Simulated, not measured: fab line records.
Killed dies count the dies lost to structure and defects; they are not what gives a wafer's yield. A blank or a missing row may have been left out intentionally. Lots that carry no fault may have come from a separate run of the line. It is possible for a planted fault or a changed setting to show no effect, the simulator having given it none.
A struck lot beside a sound one || flow n5 finfet || 40 steps out of a route of 1938
Sound: these wafers, L792.1, L792.2, L792.6. Wafers L793.3, L793.4, L793.5 were the ones struck. The cause is given at the end.
Per side, at each step with rows, come the tool, then ch with its chambers, and then its first start. Under that, the readings that differ: sound wafers || struck wafers || difference of the means || sigmas: that difference in standard deviations of wafers without a fault.
alike: same words and numbers on both sides, and readings whose means sit less than 2 such deviations apart. not compared: any withheld reading, any reading some wafer has no value for, any bound like >300 that may hide the same value, and any number with overlapping values for which the record gives no deviation.
The two part at a step that has a row with sigmas, a row that says differs or no value, or rows on one side only. When numbers do not overlap yet have no deviation, they are printed without sigmas and do not part them. A reading that every wafer of one side lacks parts them only if that side has two wafers or more.

N5_MOL_CONTACT_COAG_THK_MEAS_53:
  sound on film metro-02 at day 7 06:46; struck on film metro-02 at day 7 07:23
{"reading": "VIA_MOL_THK (nm)", "sound": "43.0 42.6 43.7", "struck": "43.9 45.3 44.7", "difference": "+1.5", "sigmas": "+2"}
then, 1 step without rows for these wafers: N5_MOL_CONTACT_COAG_ANNEAL_112 (time 1800 s).
N5_MOL_CONTACT_COAG_INSPECT_97: inspects for defects (darkfield).
  sound on defect inspect-01 at day 7 09:49; struck on defect inspect-02 at day 7 12:52
  alike: raw defect count
then, 1 step without rows for these wafers: N5_BEOL_M0_SAQP_PECVD_00 (deposits SiCN from 3MS/NH3, target thk 8 nm, time 14 s).
N5_BEOL_M0_SAQP_ILD_DEP_01: deposits SiOC from DEMS/O2, target thk 45.419 nm, time 8.7 s.
  sound on pecvd-04 ch 0,1,2, day 7 10:11; struck on pecvd-02 ch 0,1, day 7 13:11
  alike: chamber pressure Torr, heater power outer w, heater power w, rf fwd power W, showerhead plenum p Torr, susceptor temp C, throttle valve pct
then, 2 steps without rows for these wafers: N5_BEOL_M0_SAQP_HM_DEP_02 (deposits TiN, target thk 12 nm); N5_BEOL_M0_SAQP_PECVD_03 (deposits SiCN from 3MS/NH3, target thk 12 nm, time 21.1 s).
N5_BEOL_M0_SAQP_PECVD_96: deposits a-Si from SiH4/He, target thk 45 nm, time 45.2 s.
  sound on pecvd-01 ch 0,1,2, day 7 11:16; struck on pecvd-04 ch 0,1, day 7 13:23
  alike: chamber pressure Torr, heater power w, rf fwd power W, showerhead plenum p Torr, susceptor temp C, throttle valve pct
then, 2 steps without rows for these wafers: N5_BEOL_M0_SAQP_PECVD_97 (deposits SiNx from SiH4/NH3/N2, target thk 23 nm, time 19.9 s); N5_BEOL_M0_SAQP_PECVD_04 (deposits a-Si from SiH4/He, target thk 60 nm, time 60.2 s).
N5_BEOL_M0_SAQP_THK_MEAS_05:
  sound on film metro-02 at day 7 11:26; struck on film metro-01 at day 7 13:34
  alike: thk nm
N5_BEOL_M0_SAQP_HM_DEP_111: deposits SiO2 from SiH4/N2O, target thk 12 nm, time 7.2 s.
  sound on pecvd-04 ch 0,1,2, day 7 11:29; struck on pecvd-02 ch 1,2, day 7 13:37
  no value came back on the struck wafers for any of 6 readings (chamber pressure Torr (Torr), heater power outer w (W) and others); on the sound wafers chamber pressure Torr (Torr) reads 0.7505 0.7491 0.7489
then, 8 steps without rows for these wafers: N5_BEOL_M0_SAQP_COAT_81 (time 60 s, resist thk 100 nm); N5_BEOL_M0_SAQP_COAT_82 (time 60 s, resist thk 30 nm); N5_BEOL_M0_SAQP_COAT_08 (resist thk 90 nm); N5_BEOL_M0_SAQP_EBR_10; N5_BEOL_M0_SAQP_SOFTBAKE_09 (time 60 s); N5_BEOL_M0_SAQP_EXPOSE_11 (exposes mask M0 CORE, target cd 42 nm); N5_BEOL_M0_SAQP_PEB_12 (peb time 60 s); N5_BEOL_M0_SAQP_DEVELOP_13 (develop time 30 s).
N5_BEOL_M0_SAQP_CD_MEAS_14 targets a cd of 42.5 nm.
  sound on cd sem-03 ch 0, day 7 11:48; struck on cd sem-01 ch 0, day 7 14:04
  alike: cd nm
N5_BEOL_M0_SAQP_OVL_MEAS_15:
  sound on overlay-01 ch 0, day 7 11:50; struck on overlay-02 ch 0, day 7 14:05
  alike: M0_CORE_OVL
N5_BEOL_M0_SAQP_INSPECT_16: inspects for defects (brightfield).
  sound on defect inspect-01 at day 7 11:52; struck on defect inspect-01 at day 7 14:07
  alike: raw defect count
then, 4 steps without rows for these wafers: N5_BEOL_M0_SAQP_DESCUM_19 (chemistry O2, time 7.9 s); N5_BEOL_M0_SAQP_ETCH_83 (etches SiARC in CF4, target depth 39 nm, time 65 s); N5_BEOL_M0_SAQP_ETCH_84 (etches SOC in N2/H2, target depth 100 nm, overetch 20 nm, time 150 s); N5_BEOL_M0_SAQP_STRIP_80 (strips in N2/H2).
N5_BEOL_M0_SAQP_HM_OPEN_112: chemistry CHF3/O2, target SiO2, stops on a-Si, target depth 12 nm, time 13.5 s.
  sound on rie diel-01 ch 2,3, day 7 12:28; struck on rie diel-02 ch 1,3, day 7 14:23
{"reading": "oes product au (a.u.)", "sound": "0.56 0.45 0.45", "struck": "0.29 0.31 0.29", "difference": -0.19, "sigmas": -3}
{"reading": "showerhead plenum p Torr (Torr)", "sound": "2.46 2.49 2.49", "struck": "2.31 2.34 2.31", "difference": -0.16, "sigmas": -2}
{"reading": "model.etch.depth nm (nm)", "sound": "11.73 11.96 11.89", "struck": "0 0 0", "difference": -12, "sigmas": ""}
  alike: drypump motor current A, rf fwd power W, rf vpp V, throttle valve pct
  not compared: rf hours counter h
then, 5 steps without rows for these wafers: N5_BEOL_M0_SAQP_STRIP_113 (strips in CHF3/O2); N5_BEOL_M0_SAQP_MANDREL_ETCH_20 (etches a-Si in HBr/Cl2, stops on SiNx, target depth 60 nm, bt time 10 s, time 30 s); N5_BEOL_M0_SAQP_STRIP_86 (strips in N2/H2); N5_BEOL_M0_SAQP_STRIP_115 (strips in post etch residue remover, time 60 s); N5_BEOL_M0_SAQP_SRD_93 (time 30 s).
N5_BEOL_M0_SAQP_RECESS_114: chemistry HF/NH3, target SiO2, target depth 14.4 nm, afs cycles 3, sublimation time 60 s.
  sound on vapor etch-01 ch 0,1, day 7 12:47; struck on vapor etch-01 ch 0,1, day 7 14:56
  alike: drypump motor current A
then, 1 step without rows for these wafers: N5_BEOL_M0_SAQP_SPACER1_ALD_98 (deposits SiO2, target thk 12.8 nm, pulse time 1 s, purge time 2 s).
N5_BEOL_M0_SAQP_SPACER1_ETCHBACK_99: etches SiO2 in CHF3/O2, target depth 15.4 nm, time 7.7 s.
  sound on rie diel-01 ch 1,2, day 7 14:02; struck on rie diel-01 ch 0,1,3, day 7 15:45
  alike: drypump motor current A, oes product au, rf fwd power W, rf vpp V, showerhead plenum p Torr, throttle valve pct
  not compared: rf hours counter h
N5_BEOL_M0_SAQP_MANDREL1_REMOVE_100: chemistry HBr/Cl2/O2, target a-Si, stops on SiNx, bt time 10 s.
  sound on rie si-02 ch 0,1,2, day 7 14:08; struck on rie si-03 ch 0,1,2, day 7 15:50
  alike: drypump motor current A, oes product au, rf fwd power W, throttle valve pct
  not compared: rf hours counter h
N5_BEOL_M0_SAQP_CD_MEAS_25 targets a cd of 13.1 nm.
  sound on cd sem-03 ch 0, day 7 14:14; struck on cd sem-01 ch 0, day 7 15:57
{"reading": "cd nm (nm)", "sound": "12.92 12.56 13.05", "struck": "- - -", "difference": "no value on the struck wafers", "sigmas": ""}
then, 1 step without rows for these wafers: N5_BEOL_M0_SAQP_ETCH_101 (etches SiNx in CH3F/O2, target depth 29.9 nm, time 42.7 s).
N5_BEOL_M4_RC_MEAS_101:
  the record has rows for the sound wafers here (prober-02 ch 0, day 9 14:34) and none for the struck ones

== WHERE THEY PART ==
Last at N5_BEOL_M4_RC_MEAS_101 as far as this record goes, first at N5_MOL_CONTACT_COAG_THK_MEAS_53.

WHY: whatever the simulator had introduced
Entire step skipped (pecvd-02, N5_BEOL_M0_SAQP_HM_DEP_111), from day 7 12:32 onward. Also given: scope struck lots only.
